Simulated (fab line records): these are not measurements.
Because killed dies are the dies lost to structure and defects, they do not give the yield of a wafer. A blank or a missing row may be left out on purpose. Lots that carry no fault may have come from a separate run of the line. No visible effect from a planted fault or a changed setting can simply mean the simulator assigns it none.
One fault seen from 3 desks ; flow n5Finfet ; numbers are kept per desk, each desk with only its own; the story behind them comes last

## THE DEFECT DESK
Lot by lot, what the route's inspections counted, given as the mean of those sampled wafers with a number. Any lot whose mean is over 4 standard deviations away from the usual mean is out of limits and marked OUT; that distance is given in the brackets.
Columns: A = rawDefectCount at N5_BEOL_M6_INSPECT_30, usual 407
lot;first seen here;A
L444;day 10 04:22;424
L447;day 10 16:14;558
L448;day 11 23:52;322
L453;day 12 02:50;306
L459;day 13 10:46;402
L461;day 14 03:19;384
L465;day 14 13:26;403
Result from this desk: across the 7 lots, nothing is out of limits.

## DESK OF THE TOOL OWNER: rieDiel-01
The tool's own readings at N5_BEOL_M6_ETCH_41 (etches SiCN in CH3F/O2, target depth 29.7 nm, time 52 s): means of the sampled wafers that have a number, for each lot that ran on this tool. Any lot whose mean is over 4 standard deviations away from the usual mean is out of limits and marked OUT; that distance is given in the brackets.
Columns: A = drypumpMotorCurrentA at N5_BEOL_M6_ETCH_41, usual 5.7 A; B = mfcArSccm at N5_BEOL_M6_ETCH_41, usual 149.9 sccm; C = oesProductAu at N5_BEOL_M6_ETCH_41, usual 0.82 a.u.; D = rfVppV at N5_BEOL_M6_ETCH_41, usual 296.6 V; E = showerheadPlenumPTorr at N5_BEOL_M6_ETCH_41, usual 1.96 Torr; F = throttleValvePct at N5_BEOL_M6_ETCH_41, usual 16.29 %
lot;first seen here;A;B;C;D;E;F
L444;day 10 04:41;5.3;150.2;0.76;296.2;1.97;16.58
L447;day 10 16:35;5.6;150.5;0.71;296.7;1.96;16.37
L448;day 12 00:12;5.9;149.7;0.69;294.9;1.94;16.16
L453;day 12 03:10;6.0;150.2;0.72;297.1;1.95;16.23
Result from this desk: across the 4 lots, nothing is out of limits.

## FROM THE METROLOGY DESK
What the gauges read, lot by lot, whatever tool the lot ran on: means of the sampled wafers that have a number. Any lot whose mean is over 4 standard deviations away from the usual mean is out of limits and marked OUT; that distance is given in the brackets.
Columns: A = V5_OVL at N5_BEOL_M6_OVL_MEAS_29, usual 0.3 nm
lot;first seen here;A
L444;day 10 04:18;-0.3
L447;day 10 16:11;-0.3
L448;day 11 23:49;-0.1
L453;day 12 02:47;0.1
L459;day 13 10:43;-0.1
L461;day 14 03:15;0.3
L465;day 14 13:22;-1.1
Result from this desk: across the 7 lots, nothing is out of limits.

## TAKEN TOGETHER
No out-of-limits result turned up at the defect desk.
The tool owner's desk saw nothing out of limits.
Metrology desk: nothing out of limits seen.

## WHAT THE SIMULATOR HAD PUT IN
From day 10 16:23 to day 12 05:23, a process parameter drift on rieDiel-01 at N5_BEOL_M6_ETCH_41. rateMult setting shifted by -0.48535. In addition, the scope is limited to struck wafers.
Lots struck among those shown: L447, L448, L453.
